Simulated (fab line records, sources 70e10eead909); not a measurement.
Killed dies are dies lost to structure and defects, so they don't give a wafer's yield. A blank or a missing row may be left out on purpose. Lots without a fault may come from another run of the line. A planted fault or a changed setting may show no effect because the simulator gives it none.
fab line records | flow nand_harc
record lots=22 wafers=66 last_day=33
route steps=1302 shown A_STAIRCASE@795
lots that met no fault: from a run of the same line without faults
start_h: hours from the record's first day to the start of the lot's first wafer shown | wait_h: hours since the lot's step before | " the same as in the row above | L1.1+2: a row that stands for several wafers | - no value, or no start given | * or withheld: withheld | < > ~ a bound
route shown NAME@n: a module of which the file shows steps, and the number in the route of the first | usual: mean/standard deviation of fault-free wafers | same: alike in all rows | chamber/n: place in a boat | sites: the reading at each site | _std_site: their standard deviation | _edge_site: outer sites' mean less inner sites' | radius_mm: how far each site lies from the wafer's centre | mask NAME#n: copy n | behind: the tool/chamber that last shaped the wafer | hold: why the lot was held/for how many hours/how that ended | device: the transistor (n, p or np) that didn't switch | end of line: the same wafers' tests at the end of the route | a step without rows: its recipe alone | killed: dies lost to structure and defects at the first sort, not the wafer's yield | map: a wafer's dies, x killed, . not, _ none there
set.NAME: the setting as run; set.NAME@STEP: as run at that earlier step | model.NAME: the simulator's own value behind a step, which no gauge read
steps of the route over a sample of lots; a table a step, a row a wafer
services: from which hour (start_h, from the record's first day; less than 0 if before it) a tool's chamber was out of use, for how many hours, and why
## steps
# step NHARC_A_STAIRCASE_HM_DEP_459
# recipe target_thk_a=15000 temp_c=400 material=aC
# usual throttle_valve_pct=34.999/0.0087
# columns lot.wafer tool chamber start_h wait_h throttle_valve_pct
L074.2 acl_dep-02 0 370.57 2.2 35.023
L074.3 " 0 " " 35.005
L074.6 " 0 " " 34.993
L075.3 acl_dep-03 0 384.68 4.7 34.998
L075.4 " 0 " " 35.005
L075.6 " 0 " " 34.998
L077.1 acl_dep-02 0 395.65 0.9 35.005
L077.4 " 0 " " 34.984
L077.5 " 0 " " 35.001
L076.1 acl_dep-03 0 398.08 1.5 34.996
L076.5 " 0 399.28 2.7 35.001
L076.6 " 0 " " 34.999
L079.1 acl_dep-01 0 432.56 3.2 34.994
L079.4 " 0 " " 34.993
L079.6 " 0 " " 34.996
L078.1 acl_dep-03 0 434.33 4.4 35.005
L078.3 " 0 " " 35.018
L078.5 " 0 " " 35.008
L080.1 acl_dep-01 0 449.57 0.1 34.999
L080.2 " 0 " " 34.989
L080.5 " 0 " " 35.010
L082.1 acl_dep-03 0 454.56 0.9 35.000
L082.3 " 0 " " 35.002
L082.6 " 0 " " 34.999
L081.1 acl_dep-02 0 464.93 0.1 34.988
L081.4 " 0 " " 34.986
L081.6 " 0 " " 34.996
L083.2 acl_dep-01 0 469.55 0.4 34.991
L083.3 " 0 " " 35.002
L083.4 " 0 " " 34.986
L085.3 acl_dep-01 0 480.93 1.2 34.986
L085.4 " 0 " " 34.984
L085.5 " 0 " " 35.009
L084.1 acl_dep-02 0 482.15 1.9 34.999
L084.2 " 0 " " 35.006
L084.6 " 0 483.65 3.4 35.020
L086.4 acl_dep-02 0 492.82 4.0 35.001
L086.5 " 0 " " 34.999
L086.6 " 0 " " 34.990
L087.1 acl_dep-02 0 493.73 4.9 35.017
L087.5 " 0 495.00 6.1 35.008
L087.6 " 0 " " 35.001
L089.2 acl_dep-01 0 513.49 2.5 35.001
L089.5 " 0 " " 35.005
L089.6 " 0 " " 35.023
L088.1 acl_dep-03 0 515.68 2.5 34.996
L088.4 " 0 " " 35.001
L088.6 " 0 " " 35.003
L091.1 acl_dep-02 0 542.48 2.0 35.002
L091.3 " 0 " " 34.997
L091.4 " 0 " " 34.995
L090.1 acl_dep-01 0 542.70 1.8 34.990
L090.4 " 0 " " 35.003
L090.5 " 0 " " 34.990
L092.2 acl_dep-03 0 566.46 4.6 34.995
L092.3 " 0 " " 34.996
L092.4 " 0 " " 34.995
L093.2 acl_dep-02 0 567.99 4.2 34.989
L093.4 " 0 " " 34.991
L093.6 " 0 " " 35.008
L094.1 acl_dep-02 0 569.53 2.1 34.996
L094.4 " 0 " " 35.002
L094.6 " 0 " " 35.020
L097.1 acl_dep-02 0 597.09 2.1 35.002
L097.2 " 0 " " 35.000
L097.3 " 0 " " 34.994
# step NHARC_A_STAIRCASE_HM_OPEN_460
# recipe o2_flow_sccm=400 cos_flow_sccm=20 ar_flow_sccm=0 rf_w=500 bias_w=300 chemistry=O2/COS
# usual bias_w=300.1/0.91 chamber_pressure_mTorr=19.999/0.018 drypump_motor_current_A=5.6/0.45 oes_product_au=0.998/0.0099 rf_vpp_V=468.6/2.6 showerhead_plenum_p_Torr=3.19/0.12 throttle_valve_pct=28.332/0.0079
# columns lot.wafer tool chamber start_h wait_h bias_w chamber_pressure_mTorr drypump_motor_current_A oes_product_au rf_hours_counter_h rf_vpp_V showerhead_plenum_p_Torr throttle_valve_pct
L074.3 rie_diel-04 0 - - 300.4 19.999 5.4 1.006 2 471.8 3.24 28.329
L074.2 " 2 " " 300.6 20.005 4.9 0.999 3 466.5 3.18 28.340
L074.6 " 3 " " 300.4 20.000 5.5 1.001 - 471.5 3.34 28.344
L075.3 rie_diel-02 0 - - 300.3 19.976 6.4 1.005 50 471.0 3.24 28.327
L075.4 " 3 " " 300.0 20.008 5.1 0.984 57 467.6 3.11 28.336
L075.6 " 1 " " 301.0 20.002 5.7 0.994 - 462.2 2.89 28.324
L077.4 rie_diel-04 3 - - 301.3 20.001 5.6 0.997 8 471.1 3.34 28.352
L077.1 " 0 " " 301.1 20.041 5.3 0.977 7 469.5 3.24 28.346
L077.5 " 3 " " 300.4 19.978 5.6 0.996 - 472.2 3.34 28.320
L076.1 rie_diel-04 0 - - 301.3 20.016 5.3 0.990 8 470.9 3.24 28.337
L076.6 " 1 " " 298.7 19.991 6.0 1.011 - 461.6 2.90 28.322
L076.5 " 2 " " 298.2 20.046 4.8 0.998 - 468.3 3.17 28.327
L079.4 rie_diel-02 0 - - 300.6 19.964 6.4 0.998 11 469.1 3.24 28.331
L079.1 " 1 " " 301.1 20.025 5.7 0.991 11 473.1 3.37 28.339
L079.6 " 1 " " 299.6 19.997 5.7 0.993 - 472.7 3.37 28.325
L078.3 rie_diel-02 2 - - 299.4 20.004 5.3 0.977 11 466.7 3.07 28.349
L078.1 " 0 " " 298.5 19.994 6.4 0.991 12 468.8 3.24 28.335
L078.5 " 1 " " 300.1 19.993 5.7 0.988 - 472.2 3.37 28.348
L080.2 rie_diel-02 2 - - 299.7 19.969 5.3 0.982 20 464.0 3.06 28.325
L080.1 " 1 " " 298.8 19.995 5.7 0.974 20 473.4 3.36 28.334
L080.5 " 2 " " 298.8 19.977 5.3 0.984 - 466.8 3.06 28.345
L082.3 rie_diel-04 0 - - 299.7 19.974 5.3 0.987 31 468.7 3.23 28.336
L082.1 " 1 " " 300.1 20.000 6.0 1.011 20 462.0 2.89 28.323
L082.6 " 0 " " 298.6 19.987 5.3 0.987 - 468.7 3.23 28.316
L081.1 rie_diel-13 3 - - 300.5 20.004 5.2 1.007 39 468.5 3.16 28.338
L081.4 " 0 " " 298.8 19.995 5.5 1.003 42 469.4 3.20 28.333
L081.6 " 1 " " 298.4 20.021 6.1 0.999 - 472.3 3.35 28.322
L083.4 rie_diel-02 3 - - 300.5 20.003 5.1 1.001 24 467.0 3.09 28.347
L083.2 " 0 " " 300.7 19.997 6.4 1.006 24 468.8 3.23 28.327
L083.3 " 2 " " 299.8 19.998 5.3 0.997 26 466.2 3.06 28.323
L085.4 rie_diel-13 2 - - 299.6 19.999 6.0 0.996 46 466.5 3.09 28.306
L085.3 " 0 " " 300.0 20.009 5.5 1.002 47 470.6 3.20 28.323
L085.5 " 2 " " 299.3 20.003 6.0 0.996 - 467.2 3.09 28.327
L084.1 rie_diel-13 3 - - 300.1 20.005 5.2 0.992 44 468.1 3.16 28.347
L084.2 " 0 " " 299.1 20.019 5.5 1.001 48 467.8 3.20 28.329
L084.6 " 1 " " 298.7 19.975 6.0 0.991 - 472.3 3.35 28.330
L086.4 rie_diel-02 2 - - 300.8 20.003 5.3 0.998 33 465.4 3.06 28.332
L086.6 " 1 " " 301.6 19.977 5.7 0.982 - 469.9 3.36 28.338
L086.5 " 2 " " 300.4 19.986 5.3 0.990 - 465.1 3.06 28.349
L087.1 rie_diel-04 0 - - 301.6 20.013 5.3 1.000 41 469.6 3.22 28.334
L087.5 " 3 " " 299.0 20.002 5.6 0.995 - 471.9 3.32 28.336
L087.6 " 0 " " 299.3 19.996 5.3 0.983 - 468.8 3.23 28.323
L089.2 rie_diel-13 3 - - 301.3 20.002 5.2 1.006 52 468.2 3.15 28.330
L089.5 " 2 " " 300.8 19.994 6.1 1.005 - 467.1 3.08 28.339
L089.6 " 3 " " 299.5 20.011 5.2 1.011 - 468.2 3.15 28.347
L088.4 rie_diel-13 1 - - 301.7 19.999 6.1 1.001 60 472.5 3.34 28.339
L088.1 " 3 " " 299.6 19.996 5.2 1.005 52 467.7 3.15 28.329
L088.6 " 0 " " 300.8 19.997 5.5 1.005 - 468.2 3.19 28.333
L091.1 rie_diel-13 3 545.83 0.3 301.8 19.997 5.3 1.006 7 468.4 3.15 28.337
L091.4 " 2 " " 299.6 19.990 6.0 1.006 - 466.1 3.08 28.326
L091.3 " 3 " " 300.5 20.017 5.2 1.012 - 467.2 3.15 28.325
L090.4 rie_diel-02 0 - - 299.8 19.991 6.4 0.994 54 467.9 3.22 28.329
L090.1 " 1 " " 299.5 20.031 5.7 0.982 60 470.7 3.34 28.331
L090.5 " 3 " " 299.2 20.026 5.1 1.006 - 466.5 3.09 28.331
L092.2 rie_diel-13 0 - - 301.0 19.999 5.5 1.017 13 467.2 3.18 28.342
L092.4 " 2 " " 300.4 19.970 6.1 1.015 17 464.8 3.07 28.345
L092.3 " 3 " " 299.8 20.017 5.2 1.005 18 468.0 3.14 28.331
L093.4 rie_diel-04 2 - - 301.0 19.979 4.8 1.008 8 468.9 3.15 28.330
L093.2 " 0 " " 301.4 19.963 5.3 0.993 13 469.3 3.21 28.327
L093.6 " 2 " " 300.0 20.000 4.8 0.998 - 468.5 3.15 28.337
L094.1 rie_diel-04 1 - - 299.8 19.979 6.0 1.008 11 471.8 3.37 28.324
L094.4 " 2 " " 298.8 20.012 4.8 1.010 9 468.8 3.15 28.330
L094.6 " 1 " " 299.5 19.983 6.0 1.003 - 471.9 3.37 28.319
L097.1 rie_diel-02 2 - - 298.6 19.994 5.3 0.986 6 466.3 3.04 28.326
L097.2 " 3 " " 300.8 20.000 5.1 0.988 7 466.0 3.08 28.330
L097.3 " 1 " " 299.2 20.007 5.7 0.994 7 472.3 3.33 28.329
# step NHARC_A_STAIRCASE_ETCH_453
# recipe target_depth_a=300 overetch_a=30 time_s=16.5 ion_energy_ev=100 cf4_flow_sccm=80 o2_flow_sccm=20 ar_flow_sccm=0 rf_w=300 bias_w=100 chemistry=CF4/O2
# usual bias_w=100.0/0.31 chamber_pressure_mTorr=30.000/0.026 drypump_motor_current_A=5.5/0.45 oes_product_au=1.002/0.011 rf_vpp_V=198.3/1.5 showerhead_plenum_p_Torr=1.36/0.062 throttle_valve_pct=13.398/0.0087
# columns lot.wafer tool chamber start_h wait_h bias_w chamber_pressure_mTorr drypump_motor_current_A oes_product_au rf_hours_counter_h rf_vpp_V showerhead_plenum_p_Torr throttle_valve_pct
L074.2 rie_diel-02 1 - - 99.7 29.992 5.7 0.996 56 195.3 1.23 13.395
L074.3 " 0 " " 100.1 30.015 6.4 1.008 49 200.1 1.39 13.397
L074.6 " 0 " " 100.0 30.026 6.4 1.011 - 198.1 1.39 13.398
L075.3 rie_diel-04 2 - - 101.0 30.000 4.8 1.002 8 199.2 1.36 13.394
L075.4 " 3 " " 99.7 29.999 5.5 0.996 7 199.9 1.43 13.403
L075.6 " 1 " " 100.3 29.972 6.0 1.014 - 194.8 1.24 13.404
L077.1 rie_diel-04 2 - - 100.1 29.983 4.8 1.013 10 197.7 1.36 13.391
L077.4 " 3 " " 99.8 30.020 5.6 1.010 9 199.0 1.43 13.409
L077.5 " 1 " " 100.1 29.982 6.0 1.023 - 195.6 1.24 13.397
L076.1 rie_diel-13 1 - - 99.6 30.033 6.1 1.009 20 200.0 1.44 13.393
L076.6 " 2 " " 99.3 30.015 6.0 1.015 - 197.9 1.33 13.410
L076.5 " 3 " " 99.9 29.991 5.2 0.987 - 197.2 1.36 13.409
L079.4 rie_diel-13 3 - - 99.9 30.013 5.2 0.990 29 196.4 1.35 13.403
L079.1 " 1 " " 99.5 29.976 6.1 0.997 34 199.2 1.44 13.398
L079.6 " 3 " " 99.9 29.998 5.2 0.991 - 197.2 1.35 13.393
L078.3 rie_diel-04 2 - - 100.3 30.006 4.8 1.002 22 199.1 1.35 13.400
L078.1 " 3 " " 100.1 30.012 5.5 1.012 25 199.5 1.43 13.396
L078.5 " 1 " " 99.9 29.960 6.0 1.012 - 195.9 1.24 13.401
L080.1 rie_diel-13 2 - - 99.9 30.029 6.1 1.011 38 197.5 1.32 13.385
L080.2 " 0 " " 100.0 29.993 5.5 1.001 38 198.4 1.37 13.374
L080.5 " 1 " " 99.7 30.004 6.0 0.994 - 200.4 1.44 13.417
L082.1 rie_diel-04 3 - - 100.2 29.983 5.5 1.012 32 200.0 1.43 13.384
L082.3 " 1 " " 99.4 29.990 6.0 1.017 21 196.5 1.23 13.406
L082.6 " 2 " " 100.5 29.958 4.8 1.001 - 199.3 1.35 13.398
L081.1 rie_diel-04 1 - - 99.7 29.978 6.0 1.010 24 195.2 1.23 13.388
L081.4 " 2 " " 99.9 30.024 4.8 0.999 30 197.2 1.35 13.381
L081.6 " 0 " " 99.9 30.042 5.3 0.993 - 200.0 1.38 13.411
L083.4 rie_diel-04 3 - - 99.9 29.979 5.5 1.004 36 198.4 1.43 13.396
L083.3 " 0 " " 100.4 30.011 5.3 0.990 37 198.7 1.38 13.398
L083.2 " 1 " " 100.1 30.012 6.0 1.015 25 195.6 1.23 13.395
L085.4 rie_diel-04 3 - - 99.5 29.998 5.6 1.010 38 198.5 1.42 13.390
L085.3 " 1 " " 99.9 30.043 6.0 1.010 30 195.7 1.23 13.391
L085.5 " 3 " " 100.4 29.984 5.6 1.009 - 198.6 1.42 13.389
L084.1 rie_diel-04 0 - - 100.3 29.997 5.3 0.993 40 199.6 1.38 13.396
L084.2 " 1 " " 99.9 30.010 6.0 1.032 31 196.7 1.23 13.395
L084.6 " 0 " " 100.2 29.982 5.3 0.986 - 200.1 1.38 13.412
L086.4 rie_diel-04 0 - - 100.3 30.017 5.3 0.983 42 198.3 1.38 13.396
L086.6 " 1 " " 100.1 29.991 6.0 1.029 - 195.7 1.23 13.382
L086.5 " 2 " " 100.1 29.989 4.8 0.994 - 198.1 1.35 13.389
L087.1 rie_diel-02 2 - - 100.2 29.967 5.3 0.998 36 197.3 1.31 13.397
L087.5 " 3 " " 99.7 29.999 5.1 0.997 - 197.3 1.32 13.398
L087.6 " 0 " " 100.1 29.997 6.4 1.004 - 198.2 1.38 13.408
L089.2 rie_diel-04 0 - - 99.4 29.982 5.3 0.996 52 198.4 1.38 13.403
L089.5 " 0 " " 99.3 29.962 5.3 1.000 - 198.4 1.38 13.399
L089.6 " 1 " " 99.8 29.978 6.0 1.014 - 196.6 1.23 13.398
L088.1 rie_diel-04 3 - - 99.9 30.006 5.5 1.007 49 199.5 1.42 13.395
L088.4 " 1 " " 100.0 30.036 6.0 1.021 41 194.7 1.23 13.389
L088.6 " 3 " " 99.7 29.951 5.5 1.016 - 200.6 1.42 13.414
L090.4 rie_diel-04 1 - - 99.6 30.013 6.0 0.998 7 199.4 1.44 13.403
L090.1 " 0 " " 99.7 29.959 5.3 0.999 7 198.3 1.38 13.408
L090.5 " 2 " " 100.2 29.961 4.8 1.013 - 199.3 1.35 13.405
L091.4 rie_diel-04 2 - - 99.5 29.995 4.8 0.996 4 198.2 1.35 13.402
L091.3 " 3 " " 100.2 30.019 5.5 0.993 7 199.2 1.42 13.391
L091.1 " 0 " " 100.4 29.999 5.3 1.000 7 198.4 1.38 13.402
L092.3 rie_diel-13 2 - - 99.9 29.996 6.0 1.006 20 197.3 1.31 13.411
L092.2 " 3 " " 99.9 30.024 5.2 1.005 21 198.4 1.34 13.401
L092.4 " 1 " " 99.8 30.021 6.1 1.015 14 198.6 1.43 13.398
L093.4 rie_diel-04 0 - - 100.5 29.970 5.3 0.991 14 197.8 1.37 13.395
L093.2 " 1 " " 100.0 29.997 6.0 1.001 13 199.9 1.44 13.411
L093.6 " 1 " " 100.1 30.014 6.0 1.013 - 200.9 1.44 13.399
L094.4 rie_diel-04 1 - - 100.1 30.008 6.0 1.014 13 199.8 1.44 13.396
L094.1 " 2 " " 99.7 29.970 4.8 1.007 11 198.5 1.35 13.379
L094.6 " 2 " " 101.0 29.979 4.9 1.002 - 198.0 1.35 13.389
L097.1 rie_diel-04 0 - - 99.8 30.005 5.3 0.986 25 198.6 1.37 13.397
L097.3 " 1 " " 99.9 30.036 6.0 1.004 26 199.8 1.44 13.408
L097.2 " 3 " " 99.4 30.002 5.5 1.014 27 199.1 1.42 13.386
# step NHARC_A_STAIRCASE_STRIP_316
# recipe o2_flow_sccm=500 ar_flow_sccm=0 bias_w=0 chemistry=O2
# usual chamber_pressure_mTorr=60.01/0.052 drypump_motor_current_A=5.5/0.43 oes_product_au=1.001/0.011 rf_vpp_V=58.0/0.89 showerhead_plenum_p_Torr=3.61/0.15 throttle_valve_pct=17.035/0.0086
# same bias_w=0
# columns lot.wafer tool chamber start_h wait_h chamber_pressure_mTorr drypump_motor_current_A oes_product_au rf_hours_counter_h rf_vpp_V showerhead_plenum_p_Torr throttle_valve_pct
L074.3 rie_diel-02 3 - - 60.03 5.1 0.989 56 57.4 3.51 17.039
L074.2 " 0 " " 60.08 6.4 1.014 49 58.2 3.67 17.038
L074.6 " 0 " " 60.00 6.4 1.007 - 59.3 3.67 17.031
L075.4 rie_diel-04 1 - - 59.97 6.0 1.028 4 57.6 3.28 17.021
L075.3 " 0 " " 60.00 5.3 0.990 7 56.0 3.66 17.021
L075.6 " 2 " " 60.08 4.8 1.006 - 59.9 3.59 17.031
L077.1 rie_diel-04 3 - - 60.08 5.6 0.999 10 57.8 3.77 17.023
L077.4 " 1 " " 60.05 6.0 1.018 6 56.7 3.28 17.055
L077.5 " 3 " " 60.20 5.6 1.007 - 58.9 3.77 17.035
L076.1 rie_diel-13 0 - - 60.02 5.5 0.997 19 57.1 3.63 17.033
L076.5 " 1 " " 60.02 6.1 1.015 - 60.0 3.80 17.032
L076.6 " 2 " " 59.99 6.1 1.004 - 58.0 3.50 17.025
L079.4 rie_diel-13 0 - - 60.06 5.5 0.984 33 58.8 3.62 17.037
L079.1 " 2 " " 59.99 6.1 1.003 31 57.8 3.50 17.027
L079.6 " 3 " " 60.01 5.2 0.981 - 56.2 3.57 17.052
L078.3 rie_diel-04 1 - - 60.04 6.0 1.008 16 57.6 3.28 17.047
L078.1 " 2 " " 60.01 4.9 0.997 22 57.2 3.58 17.036
L078.5 " 3 " " 59.97 5.6 0.995 - 58.4 3.76 17.031
L080.2 rie_diel-13 0 - - 59.96 5.5 0.999 39 58.6 3.61 17.030
L080.1 " 3 " " 60.03 5.2 0.994 35 58.7 3.57 17.050
L080.5 " 0 " " 59.98 5.5 1.007 - 59.2 3.61 17.042
L082.1 rie_diel-04 2 - - 60.08 4.9 1.003 27 57.5 3.57 17.035
L082.3 " 3 " " 60.06 5.6 1.019 32 58.9 3.76 17.034
L082.6 " 2 " " 60.01 4.8 0.993 - 58.0 3.57 17.034
L081.1 rie_diel-04 3 - - 60.06 5.5 1.003 35 58.4 3.76 17.038
L081.4 " 1 " " 59.99 6.0 1.020 25 58.2 3.27 17.045
L081.6 " 3 " " 59.91 5.6 1.013 - 58.2 3.76 17.047
L083.4 rie_diel-04 3 - - 59.98 5.5 1.013 36 57.6 3.76 17.051
L083.3 " 0 " " 60.06 5.3 0.993 37 57.9 3.65 17.032
L083.2 " 2 " " 60.05 4.8 1.006 31 58.7 3.57 17.025
L085.4 rie_diel-04 0 - - 59.98 5.3 0.982 39 58.2 3.64 17.016
L085.3 " 3 " " 60.16 5.6 1.006 38 58.7 3.75 17.029
L085.5 " 0 " " 60.01 5.3 0.987 - 57.7 3.64 17.040
L084.1 rie_diel-04 1 - - 59.97 6.0 1.019 31 55.4 3.27 17.028
L084.2 " 2 " " 60.05 4.8 1.001 36 58.5 3.57 17.046
L084.6 " 3 " " 59.99 5.6 1.000 - 58.6 3.75 17.030
L086.4 rie_diel-04 3 - - 59.89 5.6 1.002 42 58.6 3.75 17.041
L086.6 " 2 " " 60.02 4.8 0.997 - 56.3 3.57 17.037
L086.5 " 3 " " 60.04 5.5 0.992 - 57.5 3.75 17.027
L087.1 rie_diel-02 1 - - 59.99 5.7 0.981 37 57.3 3.79 17.029
L087.5 " 1 " " 59.94 5.7 0.976 - 58.9 3.79 17.038
L087.6 " 2 " " 60.03 5.3 0.996 - 58.5 3.45 17.042
L089.2 rie_diel-04 3 - - 60.00 5.5 0.997 49 58.7 3.75 17.051
L089.5 " 3 " " 59.90 5.6 1.003 - 57.8 3.75 17.029
L089.6 " 0 " " 60.07 5.4 0.974 - 57.4 3.64 17.029
L088.1 rie_diel-04 3 - - 60.02 5.6 1.011 49 58.5 3.75 17.024
L088.4 " 0 " " 60.03 5.3 0.992 52 56.5 3.64 17.044
L088.6 " 3 " " 60.06 5.6 1.004 - 57.3 3.75 17.031
L090.4 rie_diel-04 1 - - 60.02 6.0 1.013 7 58.6 3.80 17.026
L090.1 " 3 " " 60.00 5.5 0.996 7 57.3 3.74 17.028
L090.5 " 1 " " 60.00 6.0 1.009 - 58.5 3.80 17.025
L091.4 rie_diel-04 0 - - 59.97 5.3 0.988 7 58.9 3.63 17.020
L091.3 " 1 " " 60.03 6.0 0.997 8 58.7 3.80 17.041
L091.1 " 2 " " 60.04 4.8 1.012 4 58.5 3.56 17.045
L092.3 rie_diel-13 3 - - 59.95 5.2 0.996 22 57.6 3.55 17.036
L092.2 " 0 " " 59.97 5.5 1.007 16 58.4 3.59 17.036
L092.4 " 1 " " 60.09 6.1 1.000 15 60.0 3.76 17.035
L093.4 rie_diel-04 3 - - 60.04 5.6 0.993 16 57.5 3.74 17.035
L093.2 " 0 " " 60.04 5.4 0.986 14 57.9 3.63 17.031
L093.6 " 1 " " 59.97 6.0 0.999 - 58.4 3.80 17.043
L094.4 rie_diel-04 3 - - 60.09 5.6 0.997 17 58.1 3.74 17.030
L094.1 " 0 " " 60.01 5.3 0.990 15 56.1 3.63 17.038
L094.6 " 3 " " 59.97 5.6 0.999 - 57.0 3.74 17.035
L097.2 rie_diel-04 2 - - 60.03 4.8 1.004 23 58.5 3.55 17.039
L097.3 " 3 " " 59.95 5.6 0.998 27 58.8 3.73 17.022
L097.1 " 1 " " 59.91 6.0 1.002 26 59.0 3.79 17.026
# step NHARC_A_STAIRCASE_ALD_420
# recipe target_thk_a=200 pulse_time_s=6 ald_cycles=200 temp_c=300 material=SiO2
# usual heater_power_outer_w=272/38 heater_power_w=481/61 precursor_pulse_height_rel=1.000/0.02
# columns lot.wafer tool chamber start_h wait_h heater_power_outer_w heater_power_w precursor_pulse_height_rel
L074.2 ald_hk-02 2 389.80 - 322 563 0.988
L074.3 " 0 " " 232 453 1.006
L074.6 " 2 " " 323 576 0.992
L075.4 ald_hk-01 0 399.92 - 237 413 0.995
L075.3 " 1 " " 294 492 0.998
L075.6 " 3 " " 296 507 1.008
L077.1 ald_hk-01 2 411.68 - 341 603 1.021
L077.4 " 3 " " 293 510 1.011
L077.5 " 1 " " 282 490 1.011
L076.1 ald_hk-04 2 413.82 - 231 438 0.969
L076.6 " 2 " " 230 443 0.996
L076.5 " 3 " " 245 469 1.027
L079.4 ald_hk-04 2 447.80 - 219 415 1.007
L079.1 " 3 " " 226 435 0.948
L079.6 " 1 " " 236 397 0.977
L078.3 ald_hk-04 3 451.82 - 231 423 1.035
L078.1 " 0 " " 256 451 0.962
L078.5 " 3 " " 220 430 0.975
L080.2 ald_hk-02 0 465.82 - 240 441 0.982
L080.1 " 1 " " 292 498 0.995
L080.5 " 3 " " 293 535 1.001
L082.3 ald_hk-02 3 469.91 - 287 529 1.010
L082.1 " 0 " " 237 439 1.022
L082.6 " 2 " " 313 555 0.988
L081.4 ald_hk-04 3 480.49 - 222 435 1.009
L081.1 " 0 " " 260 467 1.008
L081.6 " 0 " " 256 449 0.997
L083.3 ald_hk-04 0 484.22 - 258 454 1.001
L083.2 " 1 " " 239 388 0.968
L083.4 " 2 " " 218 413 0.964
L085.3 ald_hk-01 0 495.11 - 235 412 0.986
L085.4 " 1 " " 285 497 0.969
L085.5 " 3 " " 285 501 1.011
L084.1 ald_hk-01 2 499.92 - 343 592 0.955
L084.2 " 3 " " 296 500 0.964
L084.6 " 1 " " 286 491 1.039
L086.4 ald_hk-04 0 508.86 - 261 459 1.018
L086.5 " 0 510.11 - 265 463 0.990
L086.6 " 1 " " 235 395 0.975
L087.1 ald_hk-02 2 514.35 - 322 572 1.004
L087.5 " 0 " " 238 454 0.993
L087.6 " 1 " " 306 511 1.011
L089.2 ald_hk-01 3 531.69 - 281 509 0.995
L089.6 " 2 " " 345 599 0.990
L089.5 " 3 " " 289 503 1.034
L088.1 ald_hk-01 0 532.78 - 238 417 1.012
L088.4 " 1 " " 297 494 1.003
L088.6 " 3 " " 287 495 1.016
L090.1 ald_hk-04 2 557.74 - 227 411 0.990
L090.4 " 1 " " 234 393 0.992
L090.5 " 3 " " 224 438 1.041
L091.4 ald_hk-01 3 562.01 - 287 506 0.995
L091.3 " 0 " " 232 411 1.009
L091.1 " 2 " " 336 593 1.001
L093.2 ald_hk-02 3 583.13 - 290 532 0.943
L093.4 " 2 " " 315 551 0.982
L093.6 " 3 " " 289 523 1.037
L092.2 ald_hk-01 1 583.13 - 296 501 1.003
L092.3 " 3 " " 299 502 1.023
L092.4 " 0 " " 234 407 0.994
L094.1 ald_hk-01 2 585.40 - 335 585 1.001
L094.4 " 3 " " 292 508 1.010
L094.6 " 0 " " 235 409 0.975
L097.1 ald_hk-04 3 613.62 0.1 229 451 1.034
L097.3 " 1 " " 235 402 1.009
L097.2 " 2 " " 219 414 1.005
# step NHARC_A_STAIRCASE_DEP_151
# recipe target_thk_a=72000 temp_c=400 target_thk_nm=7200 teos_flow_sccm=200 rf_w=500 material=SiO2
# usual heater_power_outer_w=391/78 heater_power_w=660/100
# columns lot.wafer tool chamber start_h wait_h heater_power_outer_w heater_power_w
L074.3 pecvd-02 2 400.16 0.5 390 609
L074.2 " 0 " " 370 536
L074.6 " 1 " " 448 706
L075.3 pecvd-03 2 409.95 0.4 502 835
L075.6 " 2 " " 397 678
L075.4 " 0 " " 228 471
L077.1 pecvd-01 1 420.14 0.5 454 756
L077.5 " 1 " " 344 616
L077.4 " 2 " " 338 635
L076.1 pecvd-03 2 420.23 0.6 511 863
L076.5 " 1 " " 466 749
L076.6 " 2 " " 382 699
L079.1 pecvd-02 0 455.79 0.4 435 652
L079.6 " 0 " " 355 537
L079.4 " 1 " " 432 681
L078.3 pecvd-02 1 459.84 0.4 438 692
L078.1 " 2 " " 386 659
L078.5 " 2 " " 305 543
L080.2 pecvd-01 2 473.70 0.5 424 750
L080.1 " 0 " " 398 664
L080.5 " 0 " " 344 599
L082.3 pecvd-01 0 477.97 0.5 421 699
L082.1 " 1 " " 399 704
L082.6 " 1 " " 331 616
L081.1 pecvd-03 1 488.78 0.5 601 909
L081.6 " 0 " " 233 468
L081.4 " 1 " " 457 763
L083.2 pecvd-01 0 492.43 0.5 426 701
L083.3 " 1 " " 377 646
L083.4 " 0 " " 343 600
L085.3 pecvd-02 1 505.29 1.0 463 726
L085.4 " 1 " " 430 671
L085.5 " 2 " " 311 544
L084.1 pecvd-03 1 509.57 0.4 505 818
L084.2 " 0 " " 303 568
L084.6 " 1 " " 473 736
L086.5 pecvd-03 0 518.26 0.7 230 470
L086.4 " 1 " " 475 769
L086.6 " 2 " " 394 678
L087.1 pecvd-02 1 524.88 0.5 511 812
L087.5 " 0 " " 364 531
L087.6 " 1 " " 435 687
L088.1 pecvd-01 2 539.65 0.4 360 672
L088.6 " 2 " " 325 615
L088.4 " 0 " " 344 570
L089.2 pecvd-03 0 540.10 0.8 236 463
L089.6 " 1 " " 458 759
L089.5 " 2 " " 380 686
L090.1 pecvd-02 0 566.02 0.6 382 578
L090.4 " 2 " " 312 545
L090.5 " 0 " " 355 548
L091.1 pecvd-03 0 570.16 0.4 324 610
L091.3 " 2 " " 494 811
L091.4 " 1 " " 432 722
L092.2 pecvd-03 0 591.26 0.4 316 561
L092.3 " 2 " " 448 755
L092.4 " 0 " " 283 545
L094.1 pecvd-01 1 591.26 0.4 499 838
L094.6 " 1 " " 383 663
L094.4 " 0 " " 333 565
L093.2 pecvd-03 2 592.03 1.2 379 683
L093.4 " 0 " " 286 551
L093.6 " 2 " " 383 646
L097.2 pecvd-02 1 619.90 0.4 488 743
L097.3 " 2 " " 376 608
L097.1 " 0 " " 485 689
## services
# columns tool chamber start_h hours kind
rie_diel-04 - 355.05 9.0 pm
pecvd-03 - 366.00 13.0 pm
rie_diel-04 1 373.40 9.3 repair
rie_diel-02 2 377.30 7.1 repair
ald_hk-01 - 389.91 1.8 repair
rie_diel-02 - 394.62 9.0 pm
acl_dep-02 - 424.58 13.0 pm
pecvd-03 1 453.37 23.3 repair
rie_diel-02 1 456.38 13.6 repair
ald_hk-01 - 477.25 10.0 pm
rie_diel-02 2 484.70 7.0 repair
rie_diel-13 3 494.61 6.4 repair
pecvd-03 2 500.16 6.9 repair
rie_diel-02 - 500.91 1.5 repair
rie_diel-02 3 511.44 34.3 repair
rie_diel-13 - 519.67 9.0 pm
rie_diel-04 2 526.64 16.0 repair
rie_diel-04 - 532.05 9.0 pm
rie_diel-13 1 543.97 16.4 repair
pecvd-03 - 547.00 13.0 pm
rie_diel-13 0 554.60 2.5 repair
rie_diel-02 - 571.62 9.0 pm
acl_dep-02 - 605.76 13.0 pm
rie_diel-02 2 608.45 27.5 repair
## key
fault none
